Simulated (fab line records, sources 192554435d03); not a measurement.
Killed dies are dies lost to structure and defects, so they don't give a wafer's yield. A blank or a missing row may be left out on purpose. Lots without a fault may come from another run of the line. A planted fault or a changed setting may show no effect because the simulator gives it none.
Which tool did it? | flow n5_finfet | 10 lots, 30 wafers sampled, at 2 steps of a route of 1938

WHAT THE GAUGES READ, wafer by wafer
N5_GATE_CUT_CD_MEAS_13: target cd 20 nm.
lot  | measured    | on        | cd_nm (nm)
L937 | day 4 12:37 | cd_sem-01 | 20.34 20.39 20.31
L938 | day 4 21:06 | cd_sem-02 | 20.17 20.25 19.76
L940 | day 5 06:05 | cd_sem-02 | 19.89 20.12 20.28
L951 | day 7 22:36 | cd_sem-02 | 20.19 20.52 20.07
L952 | day 8 05:58 | cd_sem-03 | 20.07 19.92 19.77
L953 | day 8 15:26 | cd_sem-02 | 19.93 19.89 20.11
L954 | day 8 18:49 | cd_sem-01 | 20.37 20.02 20.27
L955 | day 9 00:37 | cd_sem-03 | 19.97 19.70 19.94
L956 | day 9 07:50 | cd_sem-03 | 20.04 19.95 20.19
L957 | day 9 15:49 | cd_sem-01 | 19.76 20.09 19.98

WHICH TOOL RAN EACH LOT (tool, then ch and the chambers of the sampled wafers, then the start)
lot  | N5_GATE_CUT_HM_DEP_46
L937 | pecvd-04 ch 0,1, day 4 12:17
L938 | pecvd-02 ch 0,1,2, day 4 20:46
L940 | pecvd-01 ch 0,1,2, day 5 05:46
L951 | pecvd-01 ch 0,2, day 7 22:16
L952 | pecvd-01 ch 0, day 8 05:25
L953 | pecvd-02 ch 1,2, day 8 15:04
L954 | pecvd-04 ch 0,1, day 8 18:20
L955 | pecvd-02 ch 0,1,2, day 9 00:16
L956 | pecvd-04 ch 0,1,2, day 9 07:30
L957 | pecvd-02 ch 0,1, day 9 15:22
- N5_GATE_CUT_HM_DEP_46: deposits SiO2 from TEOS/O2, target thk 130 nm, time 26.6 s.

WHAT THE TOOLS THEMSELVES READ (means of the sampled wafers that have a number; where no wafer has one, the mark that the record gives instead)
N5_GATE_CUT_HM_DEP_46.
lot  | tool     | chamber_pressure_Torr (Torr) | heater_power_w (W) | showerhead_plenum_p_Torr (Torr) | throttle_valve_pct (%)
L937 | pecvd-04 | 6.510                        | 613                | 8.39                            | 18.1
L938 | pecvd-02 | 6.490                        | 520                | 8.38                            | 19.1
L940 | pecvd-01 | 6.502                        | 555                | 8.34                            | 17.6
L951 | pecvd-01 | 6.498                        | 545                | 8.31                            | 17.7
L952 | pecvd-01 | 6.500                        | 475                | 8.29                            | 17.9
L953 | pecvd-02 | 6.507                        | 580                | 8.37                            | 19.0
L954 | pecvd-04 | 6.493                        | 624                | 8.40                            | 18.2
L955 | pecvd-02 | 6.492                        | 535                | 8.35                            | 19.2
L956 | pecvd-04 | 6.499                        | 512                | 8.38                            | 18.7
L957 | pecvd-02 | 6.509                        | 434                | 8.36                            | 20.1

THE ANSWER, worked out from the rows above alone
Rule: what is usual is taken from the lots themselves. Put in order of their means at a reading, lots are off if they are a third of the lots or fewer, leave a main group of 4 or more, and stand apart from it by a gap of 3 or more times the standard deviation of the main group's means; of several such gaps the widest counts. A main group whose means are all the same, to the digits that the tables above print for the reading, isn't used. A lot without any number at a reading at which 4 lots or more have one is off too. The other lots that the step has rows for count as sound. The gauges are gone through in route order, then the tools' own readings, and for those a lot's mean is taken as printed above. The first step at which some lot is off is used, and at that step the reading that is off furthest; a lot without a number counts as furthest.
No lot is off at any reading shown: from this, nothing can be told.

WHAT THE SIMULATOR HAD PUT IN
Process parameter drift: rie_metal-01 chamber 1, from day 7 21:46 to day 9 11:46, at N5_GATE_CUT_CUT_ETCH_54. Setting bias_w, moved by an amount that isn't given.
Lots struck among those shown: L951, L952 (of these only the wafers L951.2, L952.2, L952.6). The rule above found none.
